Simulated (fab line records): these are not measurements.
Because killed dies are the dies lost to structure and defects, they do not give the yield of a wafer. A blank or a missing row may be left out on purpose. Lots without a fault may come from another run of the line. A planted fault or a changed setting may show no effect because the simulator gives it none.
A lot that was struck, set against a sound lot | flow nand_harc | 17 out of 1302 route steps
Sound: the wafers L638.1, L638.3, L638.4. Struck: wafer L645.5 (L645.4, L645.6, from the same lot, were not struck and are left out); the cause is given at the end.
At each step with rows: each side's tool, then ch and its chambers, then its first start. Under that, the readings that differ: sound wafers | struck wafers | difference of the means | sigmas: that difference in standard deviations of wafers without a fault.
alike: same words and numbers on both sides, and readings whose means sit less than 2 such deviations apart. not compared: any withheld reading, any reading some wafer has no value for, any bound like >300 that may hide the same value, and any number with overlapping values for which the record gives no deviation.
Wherever a step has rows on one side only, a row that says differs or no value, or a row with sigmas, the two part there. Non-overlapping numbers with no deviation appear without sigmas and do not part them. A reading missing from all wafers of one side parts the sides only when that side holds two or more wafers.

NHARC_A_M1_INSPECT_11:
  sound: defect_inspect-01 at day 24 14:15; struck: defect_inspect-01 at day 28 00:01
  alike: raw_defect_count
then, 1 step without rows for these wafers: NHARC_A_M1_DESCUM_14 (chemistry O2, time 3 s).
NHARC_A_M1_ETCH_35: etches the open film in N2/H2, target depth 40 nm, overetch 12 nm, time 43.94 s.
  sound on rie_diel-12 ch 0,1,2, day 24 14:24; struck on rie_diel-08 ch 0, day 28 00:09
  alike: bias_w, drypump_motor_current_A, oes_product_au, rf_vpp_V, showerhead_plenum_p_Torr, throttle_valve_pct
  not compared: rf_hours_counter_h
then, 1 step without rows for these wafers: NHARC_A_M1_ETCH_15 (etches the open film in C4F8/Ar, target depth 182.5 nm, time 91.2 s).
NHARC_A_M1_CD_MEAS_16:
  sound: cd_sem-01 at day 24 14:37; struck: cd_sem-02 at day 28 00:23
  alike: cd_nm
NHARC_A_M1_STRIP_18: strips in N2/H2.
  sound on rie_diel-13 ch 1,2,3, day 24 14:41; struck on rie_diel-12 ch 3, day 28 00:27
  alike: drypump_motor_current_A, oes_product_au, rf_vpp_V, showerhead_plenum_p_Torr, throttle_valve_pct
  not compared: rf_hours_counter_h
NHARC_A_M1_ETCH_28: etches the open film in CF4/N2, target depth 30 nm, time 72.99 s.
  sound on rie_diel-13 ch 1,2,3; struck on rie_diel-12 ch 1
  alike: bias_w, drypump_motor_current_A, oes_product_au, rf_vpp_V, showerhead_plenum_p_Torr, throttle_valve_pct
  not compared: rf_hours_counter_h
then, 4 steps without rows for these wafers: NHARC_A_M1_STRIP_19 (strips in post etch residue remover, time 600 s); NHARC_A_M1_DEGAS_29 (time 60 s); NHARC_A_M1_PRE_CLEAN_30 (time 30 s); NHARC_A_M1_PVD_20 (deposits TaN, target thk 5 nm, time 8.06 s).
NHARC_A_M1_PVD_21: deposits Cu, target thk 30 nm, time 20.49 s.
  sound on pvd_sputter-03; struck on pvd_sputter-01
  alike: cathode_dc_power_W, throttle_valve_pct
NHARC_A_M1_ECD_22: material Cu, target thk 400 nm.
  sound on ecd_cu-01 ch 0,1, day 24 15:55; struck on ecd_cu-01 ch 0,1, day 28 01:34
NHARC_A_M1_ANNEAL_31: time 90 s.
  sound on rtp_anneal-01 ch 0, day 24 16:17; struck on rtp_anneal-02 ch 0, day 28 02:00
  alike: wafer_temp_C_max
NHARC_A_M1_CMP_23: polishes, t overpolish 20 s, target thk 154.34 nm.
  sound on cmp-04 ch 0,1,3, day 24 16:38; struck on cmp-03 ch 3, day 28 02:13
  reading                | sound          | struck | difference | sigmas
  time_to_endpoint_s (s) | 25.1 28.4 28.2 | 39.8   | +12.6      | +5
  alike: motor_current_A
NHARC_A_M1_THK_MEAS_24: measures by xrf.
  sound: film_metro-02 at day 24 16:57; struck: film_metro-02 at day 28 02:31
  alike: thk_nm
NHARC_END_SORT_01:
  sound on prober-01 ch 0, day 27 15:43; struck on prober-02 ch 0, day 29 21:08
  reading                  | sound          | struck | difference | sigmas
  defect_limited_yield (%) | 91.0 89.1 92.8 | 97.0   | +6.0       | +2
  killed_at_array          | 57 70 48       | 17     | -41        | -2
  killed_dies              | 61 74 49       | 20     | -41        | -2
  killed_short             | 4 6 4          | 1      | -4         | -2
  sort_bin_4_pct (%)       | 4.6 6.4 4.4    | 1.8    | -3.3       | -2
  sort_n_pass              | 616 603 628    | 657    | +41        | +2
  sort_yield_pct (%)       | 91.0 89.1 92.8 | 97.0   | +6.0       | +2
  alike: killed_at_other, killed_at_periphery, killed_open, sort_bin_2_pct, sort_bin_3_pct, sort_rim_yield_pct

WHERE THEY PART
First at NHARC_A_M1_CMP_23; last, within this record, at NHARC_END_SORT_01.

WHY: the cause the simulator had injected
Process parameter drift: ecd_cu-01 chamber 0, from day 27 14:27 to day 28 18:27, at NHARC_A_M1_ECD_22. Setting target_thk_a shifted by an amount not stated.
